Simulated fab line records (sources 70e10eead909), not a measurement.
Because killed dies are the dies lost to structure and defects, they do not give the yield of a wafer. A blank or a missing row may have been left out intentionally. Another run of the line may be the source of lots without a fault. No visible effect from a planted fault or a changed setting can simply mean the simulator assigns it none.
One fault seen from 3 desks || flow nand harc || what lay behind the numbers comes last; until then each desk has only its own

AT THE METROLOGY DESK
Means of the sampled wafers that have a number, per lot and without regard to the tool the lot ran on: this is what the gauges read. Any lot whose mean is over 4 standard deviations away from the usual mean is out of limits and marked OUT; that distance is given in the brackets.
Columns: A = cd nm at NHARC_A_M0_CD_MEAS_09, usual 79.8 nm
{"lot": "L820", "first seen here": "day 17 20:05", "A": 79.3}
{"lot": "L817", "first seen here": "day 18 01:00", "A": 78.9}
{"lot": "L821", "first seen here": "day 18 06:20", "A": 80.1}
{"lot": "L822", "first seen here": "day 18 09:34", "A": 79.6}
{"lot": "L824", "first seen here": "day 19 04:43", "A": "101.0 (+43) OUT"}
{"lot": "L826", "first seen here": "day 19 15:15", "A": 79.6}
{"lot": "L832", "first seen here": "day 21 14:02", "A": 79.8}
{"lot": "L834", "first seen here": "day 21 18:02", "A": 80.3}
{"lot": "L835", "first seen here": "day 22 06:25", "A": 79.3}
{"lot": "L837", "first seen here": "day 22 17:44", "A": 79.9}
{"lot": "L838", "first seen here": "day 22 18:10", "A": 79.8}
This desk's finding: out of limits on L824; first on L824, day 19 04:43 (cd nm at NHARC_A_M0_CD_MEAS_09). Within limits: L820, L817, L821, L822, L826, L832, L834, L835, L837, L838.

DESK OF THE TOOL OWNER: arfi scanner-02
The tool's own readings at NHARC_A_M0_EXPOSE_06 (exposes mask A M0, target cd 80 nm): means of the sampled wafers that have a number, for each lot that ran on this tool. Any lot whose mean is over 4 standard deviations away from the usual mean is out of limits and marked OUT; that distance is given in the brackets.
Columns: A = exposure dose mJ cm2 at NHARC_A_M0_EXPOSE_06, usual 83.22
{"lot": "L820", "first seen here": "day 17 19:56", "A": 83.20}
{"lot": "L822", "first seen here": "day 18 09:26", "A": 83.16}
{"lot": "L824", "first seen here": "day 19 04:35", "A": "114.52 (+99 or more) OUT"}
This desk's finding: out of limits on L824; first on L824, day 19 04:35 (exposure dose mJ cm2 at NHARC_A_M0_EXPOSE_06). Within limits: L820, L822.

THE DEFECT DESK
Counts from the inspections along the route, per lot, as means over the sampled wafers that have a number. Any lot whose mean is over 4 standard deviations away from the usual mean is out of limits and marked OUT; that distance is given in the brackets.
Columns: A = raw defect count at NHARC_A_M0_INSPECT_11, usual 34
{"lot": "L820", "first seen here": "day 17 20:12", "A": 25}
{"lot": "L817", "first seen here": "day 18 01:08", "A": 13}
{"lot": "L821", "first seen here": "day 18 06:28", "A": 38}
{"lot": "L822", "first seen here": "day 18 09:41", "A": 11}
{"lot": "L824", "first seen here": "day 19 04:50", "A": 29}
{"lot": "L826", "first seen here": "day 19 15:22", "A": 27}
{"lot": "L832", "first seen here": "day 21 14:09", "A": 50}
{"lot": "L834", "first seen here": "day 21 18:10", "A": 43}
{"lot": "L835", "first seen here": "day 22 06:34", "A": 35}
{"lot": "L837", "first seen here": "day 22 17:51", "A": 62}
{"lot": "L838", "first seen here": "day 22 18:17", "A": 40}
This desk's finding: nothing out of limits on any of the 11 lots.

PUT TOGETHER
The tool owner's desk had the chance to raise an alarm at day 19 04:35 on L824.
L824 would have let the metrology desk raise an alarm at day 19 04:43.
No out-of-limits result turned up at the defect desk.
The defect desk has L824 on record, within its limits.
The lots listed all ran NHARC_A_M0_EXPOSE_06 on arfi scanner-02.

WHAT THE SIMULATOR HAD INSERTED
Process parameters drifting: arfi scanner-02 at NHARC_A_M0_EXPOSE_06, beginning at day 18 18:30. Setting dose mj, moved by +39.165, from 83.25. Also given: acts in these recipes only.
Lots struck among those shown: L824.
Hours from the fault's start to each desk's first reading out of limits: the tool owner's desk, 10; the metrology desk, 10.
